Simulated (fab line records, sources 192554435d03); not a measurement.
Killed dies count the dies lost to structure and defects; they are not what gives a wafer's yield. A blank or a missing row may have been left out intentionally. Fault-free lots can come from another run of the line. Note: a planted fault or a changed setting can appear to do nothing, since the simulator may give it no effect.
fab line records	flow n5Finfet
record lots=9	wafers=27	lastDay=18
route steps=1938 shown HKMG_FIN@439 GATE_CUT@466 BEOL_M4@1111
lots untouched by any fault: they come from a run of this same line in which no faults occurred
startH: start of the lot's first displayed wafer, in hours after the record's first day	waitH: time in hours since the lot's previous step	" same as the row above	L1.1+2: several wafers, shown together as one row	- no value, or no start given	* or withheld: withheld	< > ~ a bound
route shown NAME@n: NAME is a module with steps in the file, n the number in the route of the first one	usual: mean/standard deviation taken from wafers without a fault	same: alike in all rows	chamber/n: place in a boat	sites: each site's reading	_std_site: the values' standard deviation	_edge_site: inner sites' mean taken away from outer sites' mean	radiusMm: for every site, how far away it sits from the centre of the wafer	mask NAME#n: copy n	behind: tool/chamber where the wafer was last shaped	hold: the reason the lot was held/the length of the hold in hours/how it ended	device: which transistor (n, p or np) failed to switch	end of line: the route-end tests of the same wafers	a step with no rows: only its recipe	killed: count of dies lost to structure and defects at first sort (not the wafer's yield)	map: the dies of a wafer, with x for killed, . for not killed, _ for no die there
set.NAME: setting as actually run; set.NAME@STEP: the setting as run at that earlier step	model.NAME: the simulator's own value behind a step, which no gauge read
the route's steps for a sample of lots (tables are steps, rows are wafers)
services: from which hour (startH, from the record's first day; less than 0 if before it) a tool's chamber was out of use, for how many hours, and why
## steps
# step N5_HKMG_FIN_STRIP_92
# recipe chemistry=N2/H2	material=SOC	timeS=20	powerW=500	tempC=40	pressureMtorr=50	rfFrequencyHz=6e+07	biasPowerW=8	h2Frac=0.5	n2FlowSccm=300	h2FlowSccm=300
# usual biasPowerW=8.003/0.024	drypumpMotorCurrentA=5.6/0.5	oesProductAu=0.83/0.067	rfVppV=54.2/0.89	showerheadPlenumPTorr=3.37/0.09	throttleValvePct=18.9/0.48
# same timeS=20
lot.wafer	tool	chamber	startH	waitH	biasPowerW	drypumpMotorCurrentA	oesProductAu	rfHoursCounterH	rfVppV	showerheadPlenumPTorr	throttleValvePct
L422.4	rieDiel-06	1	78.35	0.1	7.971	4.9	0.76	131	52.9	3.22	18.9
L422.5	"	3	"	"	7.973	6.6	0.85	-	54.5	3.42	19.5
L422.6	"	2	"	"	8.013	5.4	0.85	-	53.7	3.26	18.5
L423.2	rieDiel-02	3	84.49	0.1	7.964	5.4	0.80	112	53.6	3.52	18.7
L423.4	"	0	"	"	8.042	5.4	0.75	-	54.8	3.37	19.2
L423.6	"	1	"	"	8.062	5.0	0.91	-	54.7	3.31	19.1
L425.1	rieDiel-02	3	95.48	0.1	7.990	5.4	0.79	117	54.4	3.51	18.7
L425.2	"	0	"	"	8.007	5.4	0.75	126	54.7	3.37	19.3
L425.5	"	1	"	"	8.040	5.0	0.90	-	56.5	3.30	19.1
L431.1	rieDiel-02	0	131.99	0.1	7.992	5.4	0.73	141	53.0	3.36	19.2
L431.3	"	3	"	"	7.992	5.4	0.77	132	53.2	3.50	18.7
L431.4	"	2	"	"	7.963	5.1	0.95	13	53.9	3.31	19.7
L432.2	rieDiel-02	2	135.46	0.1	8.036	5.1	0.96	14	54.1	3.31	19.7
L432.4	"	3	"	"	8.044	5.4	0.77	133	54.5	3.50	18.7
L432.6	"	1	"	"	8.012	5.0	0.86	-	54.5	3.29	19.1
L433.1	rieDiel-06	0	143.32	0.1	8.010	6.2	0.90	27	52.8	3.29	18.7
L433.2	"	2	"	"	7.975	5.5	0.82	84	51.7	3.25	18.5
L433.6	"	3	"	"	7.961	6.6	0.82	-	54.0	3.41	19.5
L437.2	rieDiel-06	0	172.25	0.1	8.009	6.2	0.87	35	53.1	3.28	18.7
L437.3	"	1	"	"	8.030	4.9	0.73	161	53.5	3.20	19.0
L437.5	"	3	"	"	7.971	6.6	0.80	-	53.3	3.40	19.5
L443.2	rieDiel-03	1	210.90	0.1	7.974	6.2	0.86	52	53.7	3.42	18.7
L443.3	"	2	"	"	8.021	5.6	0.86	41	54.9	3.40	18.2
L443.4	"	0	"	"	8.021	5.5	0.82	82	55.5	3.53	18.2
L445.2	rieDiel-03	3	221.99	0.1	7.993	6.0	0.76	147	54.0	3.35	19.4
L445.4	"	2	"	"	7.995	5.6	0.86	45	55.1	3.40	18.2
L445.5	"	1	"	"	7.985	6.2	0.86	-	54.2	3.42	18.7
# step N5_HKMG_FIN_STRIP_89
# recipe chemistry=N2/H2	material=SOC	timeS=20	powerW=500	tempC=40	pressureMtorr=50	rfFrequencyHz=6e+07	biasPowerW=8	h2Frac=0.5	n2FlowSccm=300	h2FlowSccm=300
# usual biasPowerW=8.000/0.026	drypumpMotorCurrentA=5.7/0.55	oesProductAu=0.82/0.066	rfVppV=54.3/0.86	showerheadPlenumPTorr=3.36/0.097	throttleValvePct=18.9/0.46
# same timeS=20
lot.wafer	tool	chamber	startH	waitH	biasPowerW	drypumpMotorCurrentA	oesProductAu	rfHoursCounterH	rfVppV	showerheadPlenumPTorr	throttleValvePct
L422.4	rieDiel-02	0	79.32	0.0	8.021	5.4	0.75	-	53.9	3.37	19.2
L422.5	"	3	"	"	7.959	5.4	0.80	-	55.4	3.52	18.7
L422.6	"	1	"	"	7.976	5.1	0.93	-	54.4	3.31	19.1
L423.2	rieDiel-02	1	85.52	0.0	7.981	5.1	0.92	5	54.5	3.30	19.1
L423.4	"	0	"	"	8.000	5.4	0.75	-	53.7	3.37	19.2
L423.6	"	3	"	"	7.948	5.4	0.80	-	53.9	3.51	18.7
L425.1	rieDiel-02	3	96.43	0.0	8.021	5.4	0.78	118	53.3	3.51	18.7
L425.2	"	1	"	"	8.034	5.0	0.89	10	53.7	3.30	19.1
L425.5	"	0	"	"	7.987	5.4	0.74	-	54.3	3.37	19.2
L431.1	rieDiel-06	1	132.92	0.0	8.009	4.8	0.75	148	53.9	3.21	19.0
L431.3	"	3	"	"	7.981	6.6	0.82	77	54.3	3.41	19.5
L431.4	"	3	"	"	8.029	6.6	0.82	-	54.1	3.41	19.5
L432.2	rieDiel-03	3	136.39	0.0	8.019	6.0	0.77	121	54.7	3.37	19.4
L432.4	"	0	"	"	7.992	5.5	0.84	63	55.0	3.54	18.1
L432.6	"	2	"	"	7.995	5.6	0.91	-	54.6	3.42	18.2
L433.1	rieDiel-02	3	144.24	0.0	7.995	5.4	0.78	135	55.3	3.50	18.7
L433.2	"	2	"	"	7.981	5.2	0.94	17	53.4	3.31	19.7
L433.6	"	0	"	"	7.981	5.4	0.73	-	53.8	3.36	19.3
L437.2	rieDiel-02	2	173.41	0.0	8.017	5.1	0.93	26	54.2	3.30	19.7
L437.3	"	1	"	"	8.037	5.1	0.86	37	53.3	3.29	19.1
L437.5	"	2	"	"	7.984	5.1	0.94	-	53.6	3.30	19.7
L443.2	rieDiel-06	2	211.82	0.0	7.967	5.4	0.78	106	55.0	3.24	18.5
L443.3	"	1	"	"	8.033	4.9	0.72	174	52.3	3.20	19.0
L443.4	"	0	"	"	8.031	6.2	0.86	47	55.0	3.27	18.7
L445.2	rieDiel-06	2	222.95	0.0	7.970	5.4	0.78	110	51.9	3.24	18.5
L445.4	"	0	"	"	7.990	6.3	0.86	51	54.8	3.27	18.7
L445.5	"	3	"	"	7.954	6.6	0.78	-	54.4	3.39	19.6
# step N5_HKMG_FIN_ALD_21
# recipe material=TiN	targetThkA=15	tempC=400	aldPrecursorFamily=TiCl4	aldCoReactant=NH3	pulseTimeS=1	purgeTimeS=3	coReactantPurgeTimeS=2	coReactantPulseTimeS=2	aldCycles=68	pressureTorr=3
# usual chamberPressureTorr=2.999/0.0065	heaterPowerW=877/70	precursorPulseHeightRel=1.003/0.018
lot.wafer	tool	chamber	startH	waitH	chamberPressureTorr	heaterPowerW	precursorPulseHeightRel	sinceWetCleanH
L422.4	aldMetal-02	3	81.16	0.1	2.994	875	0.989	5898
L422.5	"	2	"	"	2.989	864	1.001	-
L422.6	"	1	"	"	3.000	952	0.997	-
L423.2	aldMetal-03	2	87.31	0.3	3.003	807	1.031	4366
L423.4	"	1	"	"	3.014	1074	1.004	4366
L423.6	"	1	"	"	3.008	1044	0.984	-
L425.1	aldMetal-02	0	98.31	0.3	2.998	827	0.988	5915
L425.2	"	1	"	"	2.997	954	1.001	5915
L425.5	"	1	"	"	2.995	954	1.014	-
L431.1	aldMetal-04	2	134.69	0.3	2.986	836	1.003	2875
L431.3	"	0	"	"	2.995	924	1.003	2875
L431.4	"	3	"	"	2.987	907	1.020	2875
L432.2	aldMetal-04	0	138.16	0.3	2.990	909	1.023	2878
L432.4	"	2	"	"	3.001	812	1.014	2878
L432.6	"	1	"	"	3.000	871	0.996	-
L433.1	aldMetal-04	1	146.04	0.3	2.998	830	0.993	2886
L433.2	"	2	"	"	2.993	827	1.001	2886
L433.6	"	2	"	"	2.991	830	1.014	-
L437.2	aldMetal-02	0	175.20	0.3	3.015	808	1.019	5992
L437.3	"	2	"	"	3.001	871	1.023	5992
L437.5	"	1	"	"	2.996	957	1.000	-
L443.2	aldMetal-04	2	213.63	0.3	2.994	839	1.013	2953
L443.3	"	0	"	"	3.005	908	1.010	2953
L443.4	"	3	"	"	2.997	922	1.023	2953
L445.2	aldMetal-04	0	224.73	0.3	3.001	901	0.982	2965
L445.4	"	2	"	"	2.989	812	0.982	2965
L445.5	"	3	"	"	3.012	911	1.005	-
# step N5_GATE_CUT_ETCH_56
# recipe chemistry=Cl2/Ar	target=TiN	targetDepthA=216	pressureMtorr=10	icpW=600	biasW=60	Cl2_flow_sccm=40	Ar_flow_sccm=60
# usual drypumpMotorCurrentA=5.7/0.54	oes_ar_750_au=0.78/0.089	oesProductAu=0.78/0.099	rfFwdPowerW=596.1/1.9	throttleValvePct=20.80/0.16
lot.wafer	tool	chamber	startH	waitH	drypumpMotorCurrentA	oes_ar_750_au	oesProductAu	rfFwdPowerW	rfHoursCounterH	throttleValvePct
L422.4	rieMetal-03	0	82.60	0.1	4.6	0.80	0.81	595.4	-	20.90
L422.5	"	1	"	"	5.9	0.73	0.72	598.5	-	20.52
L422.6	"	0	"	"	4.6	0.80	0.82	596.5	-	20.88
L423.2	rieMetal-03	0	88.71	0.1	4.6	0.80	0.81	594.6	28	20.88
L423.4	"	1	"	"	5.9	0.73	0.73	596.0	-	20.53
L423.6	"	0	"	"	4.6	0.80	0.81	592.8	-	20.88
L425.1	rieMetal-02	0	99.83	0.2	6.1	0.75	0.75	597.2	49	20.92
L425.2	"	0	"	"	6.1	0.75	0.75	597.5	-	20.90
L425.5	"	0	"	"	6.1	0.75	0.75	598.6	-	20.91
L431.1	rieMetal-03	1	136.21	0.2	5.9	0.53	0.61	450.7	75	20.71
L431.3	"	1	"	"	5.9	0.54	0.62	454.7	-	20.71
L431.4	"	1	"	"	5.9	0.53	0.61	450.1	-	20.71
L432.2	rieMetal-01	1	139.56	0.1	5.8	0.66	0.65	595.2	104	21.04
L432.4	"	1	"	"	5.8	0.67	0.66	597.1	-	21.03
L432.6	"	0	"	"	6.2	0.91	0.93	591.2	-	20.71
L433.1	rieMetal-02	1	147.44	0.1	5.6	0.96	0.99	595.1	2	20.79
L433.2	"	0	"	"	6.1	0.74	0.75	598.6	55	20.91
L433.6	"	0	"	"	6.1	0.75	0.76	594.4	-	20.89
L437.2	rieMetal-03	0	176.59	0.1	4.6	0.58	0.68	451.7	34	21.04
L437.3	"	1	"	"	5.9	0.54	0.61	449.3	-	20.69
L437.5	"	1	"	"	5.9	0.53	0.61	449.5	-	20.69
L443.2	rieMetal-02	0	215.19	0.1	6.1	0.73	0.73	598.0	61	20.93
L443.3	"	1	"	"	5.6	0.90	0.93	592.1	-	20.81
L443.4	"	0	"	"	6.1	0.72	0.73	599.2	-	20.93
L445.2	rieMetal-03	0	226.13	0.1	4.7	0.76	0.77	595.6	39	20.92
L445.4	"	1	"	"	5.9	0.70	0.70	597.8	-	20.56
L445.5	"	0	"	"	4.6	0.77	0.78	594.8	-	20.91
# step N5_BEOL_M4_RC_MEAS_101
# usual DIBL_N=36.0/1.9	DIBL_P=36.0/2.1	IOFF_N=0.155/0.029	IOFF_P=0.20/0.032	ION_N=672/11	ION_P=461/6.9	SS_N=71.5/0.58	SS_P=73.2/0.64	VT_N=250.4/2.9	VT_P=-251.0/2.8
lot.wafer	tool	chamber	startH	waitH	DIBL_N[mV/V]	DIBL_P[mV/V]	IOFF_N[nA/um]	IOFF_P[nA/um]	ION_N[uA/um]	ION_P[uA/um]	SS_N[mV/dec]	SS_P[mV/dec]	VT_N[mV]	VT_P[mV]
L422.4	prober-02	0	180.36	0.5	34.5	33.8	0.124	0.16	676	455	70.4	72.2	254.2	-256.0
L422.5	"	0	"	"	35.0	35.0	0.131	0.17	659	446	71.1	72.5	253.3	-252.8
L422.6	"	0	"	"	35.1	34.7	0.136	0.16	661	451	70.7	72.9	251.9	-257.8
L423.2	prober-02	0	185.41	0.2	36.5	35.3	0.129	0.19	654	452	71.4	73.9	254.5	-251.4
L423.4	"	0	"	"	34.5	33.6	0.114	0.18	672	470	71.0	72.9	254.6	-251.4
L423.6	"	0	"	"	34.4	33.3	0.112	0.17	666	462	70.8	72.3	254.9	-253.8
L425.1	prober-02	0	187.11	0.0	38.1	39.4	0.192	0.26	696	475	71.6	74.1	247.3	-244.9
L425.2	"	0	"	"	39.6	40.4	0.218	0.27	682	466	72.0	73.4	244.8	-248.1
L425.5	"	0	"	"	39.5	39.7	0.213	0.27	705	478	71.0	73.7	247.4	-247.3
L433.1	prober-01	0	237.95	0.0	35.5	34.8	0.148	0.20	677	465	71.8	72.5	250.3	-251.6
L433.2	"	0	"	"	37.3	36.5	0.174	0.22	681	468	71.6	73.5	250.7	-251.2
L433.6	"	0	"	"	35.1	34.4	0.130	0.19	656	456	71.6	72.4	255.0	-252.9
L431.1	prober-01	0	240.97	0.0	36.0	37.2	0.153	0.21	688	469	70.9	74.1	249.2	-248.9
L431.3	"	0	"	"	35.7	36.8	0.155	0.22	672	467	71.1	73.8	250.3	-250.4
L431.4	"	0	"	"	34.6	35.8	0.135	0.20	665	466	71.5	73.6	251.7	-249.1
L432.2	prober-02	0	244.82	0.2	35.4	35.7	0.168	0.22	680	467	71.2	73.4	249.3	-249.5
L432.4	"	0	"	"	34.5	34.6	0.149	0.21	678	467	71.3	72.5	247.9	-250.5
L432.6	"	0	"	"	34.1	34.0	0.137	0.19	672	458	71.2	72.7	250.8	-249.1
L437.2	prober-01	0	264.08	0.2	36.6	38.4	0.167	0.22	683	465	71.1	73.3	248.6	-251.8
L437.3	"	0	"	"	35.1	36.3	0.144	0.18	680	463	71.1	73.1	249.2	-254.8
L437.5	"	0	"	"	34.9	36.3	0.143	0.19	673	463	71.4	72.7	248.6	-253.8
L445.2	prober-01	0	311.51	0.2	37.5	36.0	0.179	0.23	672	465	71.6	73.9	248.6	-246.8
L445.4	"	0	"	"	35.8	34.7	0.147	0.20	678	460	71.1	72.9	251.6	-250.3
L445.5	"	0	"	"	38.0	36.4	0.173	0.24	657	450	71.5	73.8	248.6	-252.1
L443.2	prober-02	0	312.04	0.2	33.6	33.1	0.130	0.18	675	467	71.5	72.1	250.5	-250.3
L443.3	"	0	"	"	32.7	32.2	0.124	0.17	673	464	70.7	72.4	255.6	-251.7
L443.4	"	0	"	"	34.6	33.9	0.132	0.19	656	457	70.9	72.7	253.0	-251.1
## services
tool	chamber	startH	hours	kind
rieDiel-02	-	63.34	4.1	repair
aldMetal-02	-	64.59	6.0	pm
rieDiel-03	2	68.24	-	clean
rieDiel-03	2	68.24	-	consumableReplace:focusRing
rieDiel-03	2	68.24	21.9	scheduledDown
rieDiel-02	2	74.93	-	clean
rieDiel-02	2	74.93	-	consumableReplace:focusRing
rieDiel-02	2	74.93	26.6	scheduledDown
rieDiel-02	2	74.93	26.6	ventCycle
aldMetal-02	3	85.05	15.9	repair
rieDiel-06	-	100.57	14.6	pm
aldMetal-03	1	110.48	4.2	repair
rieDiel-06	0	131.05	5.5	repair
rieMetal-03	0	132.05	12.0	repair
rieDiel-06	0	162.38	3.7	repair
rieDiel-02	1	162.82	3.1	repair
aldMetal-04	1	168.48	2.2	repair
aldMetal-04	3	175.80	1.5	repair
aldMetal-03	-	187.71	1.8	repair
rieMetal-01	-	195.05	14.6	pm
aldMetal-02	3	197.98	17.2	repair
rieMetal-01	-	210.27	0.7	repair
aldMetal-02	1	219.92	10.1	repair
aldMetal-02	-	224.23	4.3	pm
## key
firstSign step=N5_GATE_CUT_ETCH_56	reading=rfFwdPowerW	direction=down	sigmas=77	usual=*	struck=*
effect step=N5_GATE_CUT_ETCH_56	reading=oes_ar_750_au	direction=down	sigmas=2.6	usual=0.78	struck=0.54
metAt N5_GATE_CUT_ETCH_56
struckLots L431,L437
notActingAt N5_HKMG_FIN_STRIP_92,N5_HKMG_FIN_STRIP_89,N5_HKMG_FIN_ALD_21
onsetBetween 88.71 136.21
fault kind=processParameterDrift	tool=rieMetal-03	chamber=-	onsetH=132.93	steps=N5_GATE_CUT_ETCH_56	channel=icpW	offset=-144	shape=step	endH=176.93	actsIn=theseRecipesOnly	stated=600
